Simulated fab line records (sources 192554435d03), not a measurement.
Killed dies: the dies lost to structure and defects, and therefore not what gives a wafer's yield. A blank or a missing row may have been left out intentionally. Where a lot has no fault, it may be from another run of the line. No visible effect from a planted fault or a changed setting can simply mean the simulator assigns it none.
Chamber matching :: flow n5_finfet :: rie_diel-06 running N5_MOL_CONTACT_COAG_VIA_ETCH_117: 4 sister chambers
The step etches SiO2 in C4F6/O2, target depth 40 nm, overetch 8 nm, time 26 s. 16 wafers are shown with their chamber, then 8 later ones without.

== WAFERS WITH THEIR CHAMBER ==
wafer: L074.2
chamber: 1
rf_vpp_V (V): 1642
throttle_valve_pct (%): 41.2
showerhead_plenum_p_Torr (Torr): 2.76

wafer: L074.3
chamber: 3
rf_vpp_V (V): 1571
throttle_valve_pct (%): 41.4
showerhead_plenum_p_Torr (Torr): 2.98

wafer: L074.6
chamber: 1
rf_vpp_V (V): 1640
throttle_valve_pct (%): 41.2
showerhead_plenum_p_Torr (Torr): 2.76

wafer: L076.2
chamber: 3
rf_vpp_V (V): 1570
throttle_valve_pct (%): 41.4
showerhead_plenum_p_Torr (Torr): 2.98

wafer: L076.5
chamber: 0
rf_vpp_V (V): 1540
throttle_valve_pct (%): 40.9
showerhead_plenum_p_Torr (Torr): 3.03

wafer: L076.6
chamber: 3
rf_vpp_V (V): 1572
throttle_valve_pct (%): 41.4
showerhead_plenum_p_Torr (Torr): 2.98

wafer: L078.1
chamber: 0
rf_vpp_V (V): 1540
throttle_valve_pct (%): 40.9
showerhead_plenum_p_Torr (Torr): 3.03

wafer: L078.3
chamber: 3
rf_vpp_V (V): 1570
throttle_valve_pct (%): 41.4
showerhead_plenum_p_Torr (Torr): 2.98

wafer: L078.6
chamber: 1
rf_vpp_V (V): 1640
throttle_valve_pct (%): 41.2
showerhead_plenum_p_Torr (Torr): 2.75

wafer: L081.2
chamber: 0
rf_vpp_V (V): 1540
throttle_valve_pct (%): 40.9
showerhead_plenum_p_Torr (Torr): 3.03

wafer: L081.4
chamber: 2
rf_vpp_V (V): 1615
throttle_valve_pct (%): 40.2
showerhead_plenum_p_Torr (Torr): 2.79

wafer: L081.5
chamber: 2
rf_vpp_V (V): 1616
throttle_valve_pct (%): 40.3
showerhead_plenum_p_Torr (Torr): 2.79

wafer: L086.1
chamber: 2
rf_vpp_V (V): 1613
throttle_valve_pct (%): 40.3
showerhead_plenum_p_Torr (Torr): 2.78

wafer: L086.2
chamber: 3
rf_vpp_V (V): 1571
throttle_valve_pct (%): 41.4
showerhead_plenum_p_Torr (Torr): 2.96

wafer: L086.5
chamber: 0
rf_vpp_V (V): 1540
throttle_valve_pct (%): 40.9
showerhead_plenum_p_Torr (Torr): 3.02

wafer: L089.1
chamber: 3
rf_vpp_V (V): 1569
throttle_valve_pct (%): 41.4
showerhead_plenum_p_Torr (Torr): 2.96

SIGNATURES, as means of the wafers listed above
reading: rf_vpp_V
chamber 0: 1540.00
chamber 1: 1640.67
chamber 2: 1614.67
chamber 3: 1570.50
scatter within a chamber: 1.03

reading: throttle_valve_pct
chamber 0: 40.900
chamber 1: 41.200
chamber 2: 40.267
chamber 3: 41.400
scatter within a chamber: 0.0236

reading: showerhead_plenum_p_Torr
chamber 0: 3.0275
chamber 1: 2.7567
chamber 2: 2.7867
chamber 3: 2.9733
scatter within a chamber: 0.00786
Rule: for a wafer and a chamber, the distance is found by dividing, reading by reading, the gap between the wafer's reading and the chamber's mean by the reading's scatter, squaring, summing and taking the root. The wafer belongs to the nearest chamber; if the next one is less than 2 further off, it can't be placed. The scatter: the root of (the sum of the squares of (reading less its chamber's mean) over the shown wafers, divided by (wafers less chambers)).

== WAFERS WITH NO CHAMBER GIVEN ==
wafer: L089.2
rf_vpp_V (V): 1613
throttle_valve_pct (%): 40.3
showerhead_plenum_p_Torr (Torr): 2.78

wafer: L089.3
rf_vpp_V (V): 1539
throttle_valve_pct (%): 40.9
showerhead_plenum_p_Torr (Torr): 3.02

wafer: L091.2
rf_vpp_V (V): 1639
throttle_valve_pct (%): 41.2
showerhead_plenum_p_Torr (Torr): 2.73

wafer: L091.4
rf_vpp_V (V): 1538
throttle_valve_pct (%): 40.9
showerhead_plenum_p_Torr (Torr): 3.01

wafer: L091.6
rf_vpp_V (V): 1613
throttle_valve_pct (%): 40.3
showerhead_plenum_p_Torr (Torr): 2.78

wafer: L097.1
rf_vpp_V (V): 1568
throttle_valve_pct (%): 41.4
showerhead_plenum_p_Torr (Torr): 2.95

wafer: L097.2
rf_vpp_V (V): 1638
throttle_valve_pct (%): 41.2
showerhead_plenum_p_Torr (Torr): 2.73

wafer: L097.3
rf_vpp_V (V): 1611
throttle_valve_pct (%): 40.3
showerhead_plenum_p_Torr (Torr): 2.77

== WHICH CHAMBER EACH ONE RAN IN ==
wafer: L089.2
from the rows above: 2
in truth: 2

wafer: L089.3
from the rows above: 0
in truth: 0

wafer: L091.2
from the rows above: 1
in truth: 1

wafer: L091.4
from the rows above: 0
in truth: 0

wafer: L091.6
from the rows above: 2
in truth: 2

wafer: L097.1
from the rows above: 3
in truth: 3

wafer: L097.2
from the rows above: 1
in truth: 1

wafer: L097.3
from the rows above: 2
in truth: 2
8 of 8 placed correctly. Number that these rows cannot place: 0. Wrongly placed: 0.
